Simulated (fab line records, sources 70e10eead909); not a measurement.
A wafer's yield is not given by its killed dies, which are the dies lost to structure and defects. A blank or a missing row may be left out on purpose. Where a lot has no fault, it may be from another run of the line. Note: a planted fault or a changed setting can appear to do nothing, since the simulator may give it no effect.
Chamber matching    flow nand harc    NHARC_A_M0_CMP_23 on cmp-02 has 4 sister chambers
The step polishes, t overpolish 20 s, target thk 113.75 nm. 16 wafers are shown with their chamber, then 8 later ones without.

== WAFERS PAIRED WITH THEIR CHAMBERS ==
wafer   chamber  motor current A (A)  time to endpoint s (s)
L077.1  3        12.5                 28.4
L077.2  1        11.8                 30.0
L077.4  2        11.2                 27.2
L081.1  2        11.8                 24.5
L081.2  1        11.9                 24.9
L081.4  3        12.4                 27.0
L082.1  0        13.1                 24.1
L082.4  2        12.3                 23.9
L082.6  2        12.2                 25.2
L084.1  1        12.0                 28.4
L084.5  2        11.8                 27.9
L084.6  1        12.0                 28.5
L085.1  1        11.8                 28.4
L085.3  3        12.9                 29.3
L085.5  1        12.2                 29.3
L089.2  3        12.4                 32.1

SIGNATURES, as means of the wafers listed above
reading             chamber 0  chamber 1  chamber 2  chamber 3  scatter within a chamber
motor current A     13.100     11.950     11.860     12.550     0.294
time to endpoint s  24.100     28.250     25.740     29.200     1.86
Rule: a wafer's distance from a chamber is the root of the sum, over the readings, of the square of ((its reading less the chamber's mean) divided by the reading's scatter). The wafer belongs to the nearest chamber; if the next one is less than 2 further off, it can't be placed. The scatter: take each reading less its chamber's mean, square it, sum over the shown wafers, divide by the number of wafers less the number of chambers, and take the root.

== WAFERS MISSING THEIR CHAMBER ==
wafer   motor current A (A)  time to endpoint s (s)
L089.3  11.7                 26.8
L089.5  11.9                 27.9
L087.2  12.1                 29.9
L087.4  12.8                 31.7
L087.6  13.3                 31.1
L096.2  11.8                 26.9
L096.5  12.0                 27.8
L096.6  11.2                 26.4

== WHICH CHAMBER EACH ONE RAN IN ==
wafer   from the rows above           in truth
L089.3  can't be placed: 2 or 1       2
L089.5  can't be placed: 1 or 2       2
L087.2  can't be placed: 1 or 3 or 2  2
L087.4  can't be placed: 3 or 1       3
L087.6  can't be placed: 3 or 0       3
L096.2  can't be placed: 2 or 1       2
L096.5  can't be placed: 1 or 2 or 3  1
L096.6  can't be placed: 2 or 1       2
Placed correctly: 0 of 8. These rows do not allow placing 8 (true chamber among the candidates in 8). 0 placed wrongly.
